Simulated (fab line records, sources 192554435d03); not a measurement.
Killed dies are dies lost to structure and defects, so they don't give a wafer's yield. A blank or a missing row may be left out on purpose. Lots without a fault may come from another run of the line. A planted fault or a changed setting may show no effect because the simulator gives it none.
Split-lot experiment | flow n5_finfet | 7 lots, 21 wafers read, on a route of 1938 steps

THE SPLIT
At N5_BEOL_M5_COAT_05 (resist thk 30 nm), the setting spin_rpm was moved away from the recipe's 1500 rpm on 6 of the 21 wafers read, by -10.8% to +10.2%. The other wafers ran this setting at the recipe's value.

FROM THE SPLIT TO THE READING: what the file shows between them, 4 steps
- N5_BEOL_M5_EBR_07
- N5_BEOL_M5_SOFTBAKE_06: time 60 s
- N5_BEOL_M5_EXPOSE_08: exposes mask M5, target cd 28 nm
- N5_BEOL_M5_PEB_09: peb time 60 s

THE READING
CAR-EUV_of_BEOL_M5_COAT_05.thk_nm (the simulator's own value, which no gauge read), in nm, at N5_BEOL_M5_DEVELOP_10 (develop time 30 s). The file gives no usual value for it. The 15 wafers here that ran the recipe average 29.5 nm, standard deviation 0.094 nm.

wafer  | tool, chamber at the split | spin_rpm as run, rpm | against the recipe | CAR-EUV_of_BEOL_M5_COAT_05.thk_nm, nm | against lot-mates on the recipe
L080.2 | litho_track-02, 0          | 1500                 | recipe             | 29.6                                  | -
L080.6 | litho_track-02, 0          | 1500                 | recipe             | 29.6                                  | -
L080.4 | litho_track-02, 0          | 1500                 | recipe             | 29.4                                  | -
L082.1 | litho_track-02, 0          | 1500                 | recipe             | 29.6                                  | -
L082.2 | litho_track-02, 0          | 1653                 | +10.2%             | 28.2                                  | -1.4
L082.3 | litho_track-02, 0          | 1653                 | +10.2%             | 28.2                                  | -1.4
L083.1 | litho_track-03, 0          | 1500                 | recipe             | 29.4                                  | -
L083.2 | litho_track-03, 0          | 1500                 | recipe             | 29.6                                  | -
L083.5 | litho_track-03, 0          | 1500                 | recipe             | 29.6                                  | -
L086.1 | litho_track-05, 0          | 1413                 | -5.8%              | 30.6                                  | no lot-mate on the recipe
L086.3 | litho_track-05, 0          | 1413                 | -5.8%              | 30.6                                  | no lot-mate on the recipe
L086.6 | litho_track-05, 0          | 1413                 | -5.8%              | 30.6                                  | no lot-mate on the recipe
L090.2 | litho_track-02, 0          | 1500                 | recipe             | 29.6                                  | -
L090.6 | litho_track-02, 0          | 1500                 | recipe             | 29.6                                  | -
L090.4 | litho_track-02, 0          | 1338                 | -10.8%             | 31.4                                  | +1.8
L091.2 | litho_track-05, 0          | 1500                 | recipe             | 29.4                                  | -
L091.4 | litho_track-05, 0          | 1500                 | recipe             | 29.4                                  | -
L091.6 | litho_track-05, 0          | 1500                 | recipe             | 29.4                                  | -
L094.3 | litho_track-03, 0          | 1500                 | recipe             | 29.6                                  | -
L094.5 | litho_track-03, 0          | 1500                 | recipe             | 29.6                                  | -
L094.6 | litho_track-03, 0          | 1500                 | recipe             | 29.6                                  | -

THE FIT
A straight line over all 21 wafers: CAR-EUV_of_BEOL_M5_COAT_05.thk_nm changes by -0.154 nm for each +1% of spin_rpm; r = -0.98; the points scatter about the line by 0.13 nm.
The same after taking each lot's own level away (the mean of its wafers on the recipe; 18 wafers): -0.149 nm for each +1%; r = -0.99; scatter 0.082 nm.
On that fit, the largest move of spin_rpm shifts the reading by 1.6 nm.
The lots' own levels span 29.40 to 29.60 nm, that is 2.1 times the standard deviation above.
So the lot-to-lot level changes the slope little: the two slopes agree.
Check: with one of the wafers moved furthest among these (-10.8%) left out of the fit, the line predicts +1.48 nm for it against its lot-mates. It came out at +1.8 nm against them.

OTHER SPLITS ON THESE WAFERS
These wafers also went through other splits before the reading. Each is held against what the fit with the lots' levels taken away leaves over:
other split on the same wafers   | wafers away from the commonest value | r with CAR-EUV_of_BEOL_M5_COAT_05.thk_nm (lot level and that fit taken away)
N5_BEOL_M2_TRENCH_ETCH_37 time_s | 8                                    | -0.22
N5_BEOL_M3_EXPOSE_25 dose_mj     | 7                                    | +0.21
N5_BEOL_M4_ETCH_70 time_s        | 6                                    | +0.18

THE WHOLE CHAIN: every reading that the file lists as answering this split, in the file's order
step                  | what it does      | reading                                                                            | change (the file's fit)               | r (the file's)
N5_BEOL_M5_COAT_05    | resist thk 30 nm  | CAR-EUV_of_BEOL_M5_COAT_05.thk_nm (the simulator's own value, which no gauge read) | -0.157 nm for each +1% of the setting | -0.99
N5_BEOL_M5_DEVELOP_10 | develop time 30 s | CAR-EUV_of_BEOL_M5_COAT_05.thk_nm (the simulator's own value, which no gauge read) | -0.153 nm for each +1% of the setting | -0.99

THE FILE'S OWN FIT
CAR-EUV_of_BEOL_M5_COAT_05.thk_nm changes by -0.153 nm for each +1% of spin_rpm, r = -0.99.
